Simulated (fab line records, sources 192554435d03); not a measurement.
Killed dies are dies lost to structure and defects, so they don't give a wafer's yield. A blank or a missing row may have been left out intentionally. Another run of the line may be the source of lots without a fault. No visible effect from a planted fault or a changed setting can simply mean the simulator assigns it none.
Matching of chambers :: flow n5Finfet :: N5_BEOL_M9_DEP_56 on pecvd-03: 3 sister chambers
The step deposits SiCN from 3MS/NH3, target thk 15 nm, time 26.5 s. 6 wafers are shown with their chamber, then 12 later ones without.

== WAFERS PAIRED WITH THEIR CHAMBERS ==
wafer: L086.5
chamber: 1
throttleValvePct (%): 9.6
showerheadPlenumPTorr (Torr): 3.667

wafer: L090.4
chamber: 2
throttleValvePct (%): 8.6
showerheadPlenumPTorr (Torr): 3.676

wafer: L090.5
chamber: 0
throttleValvePct (%): 8.4
showerheadPlenumPTorr (Torr): 3.674

wafer: L092.1
chamber: 2
throttleValvePct (%): 8.6
showerheadPlenumPTorr (Torr): 3.686

wafer: L092.2
chamber: 1
throttleValvePct (%): 9.4
showerheadPlenumPTorr (Torr): 3.672

wafer: L092.3
chamber: 0
throttleValvePct (%): 8.6
showerheadPlenumPTorr (Torr): 3.690

== WAFERS MISSING THEIR CHAMBER ==
wafer: L091.1
throttleValvePct (%): 8.5
showerheadPlenumPTorr (Torr): 3.684

wafer: L091.2
throttleValvePct (%): 8.4
showerheadPlenumPTorr (Torr): 3.682

wafer: L091.3
throttleValvePct (%): 9.4
showerheadPlenumPTorr (Torr): 3.673

wafer: L094.1
throttleValvePct (%): 8.4
showerheadPlenumPTorr (Torr): 3.675

wafer: L094.5
throttleValvePct (%): 8.5
showerheadPlenumPTorr (Torr): 3.680

wafer: L094.6
throttleValvePct (%): 9.4
showerheadPlenumPTorr (Torr): 3.675

wafer: L097.2
throttleValvePct (%): 9.3
showerheadPlenumPTorr (Torr): 3.665

wafer: L097.4
throttleValvePct (%): 9.3
showerheadPlenumPTorr (Torr): 3.671

wafer: L097.5
throttleValvePct (%): 9.2
showerheadPlenumPTorr (Torr): 3.665

wafer: L095.2
throttleValvePct (%): 9.2
showerheadPlenumPTorr (Torr): 3.677

wafer: L095.3
throttleValvePct (%): 8.5
showerheadPlenumPTorr (Torr): 3.678

wafer: L095.4
throttleValvePct (%): 9.4
showerheadPlenumPTorr (Torr): 3.670

== WHICH CHAMBER EACH ONE RAN IN ==
wafer: L091.1
from the rows above: can't be placed: 0 or 2
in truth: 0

wafer: L091.2
from the rows above: can't be placed: 0 or 2
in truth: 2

wafer: L091.3
from the rows above: 1
in truth: 1

wafer: L094.1
from the rows above: can't be placed: 0 or 2
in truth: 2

wafer: L094.5
from the rows above: can't be placed: 0 or 2
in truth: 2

wafer: L094.6
from the rows above: 1
in truth: 1

wafer: L097.2
from the rows above: 1
in truth: 1

wafer: L097.4
from the rows above: 1
in truth: 1

wafer: L097.5
from the rows above: 1
in truth: 1

wafer: L095.2
from the rows above: 1
in truth: 1

wafer: L095.3
from the rows above: can't be placed: 0 or 2
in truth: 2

wafer: L095.4
from the rows above: 1
in truth: 1
Placed correctly: 7 of 12. Can't be placed from these rows: 5 (the true chamber is among the candidates in 5). Placed wrongly: 0.
How it was worked out, from the rows above alone: a wafer's distance from a chamber is the root of the sum, over the readings, of the square of ((its reading less the chamber's mean) divided by the reading's scatter). The wafer belongs to the nearest chamber; if the next one is less than 2 further off, it can't be placed. The mean given for a chamber averages the wafers shown for that chamber. How the scatter is found: for the shown wafers, subtract from each reading the mean of its chamber, square and add these, divide the total by (wafers less chambers), then take the root.
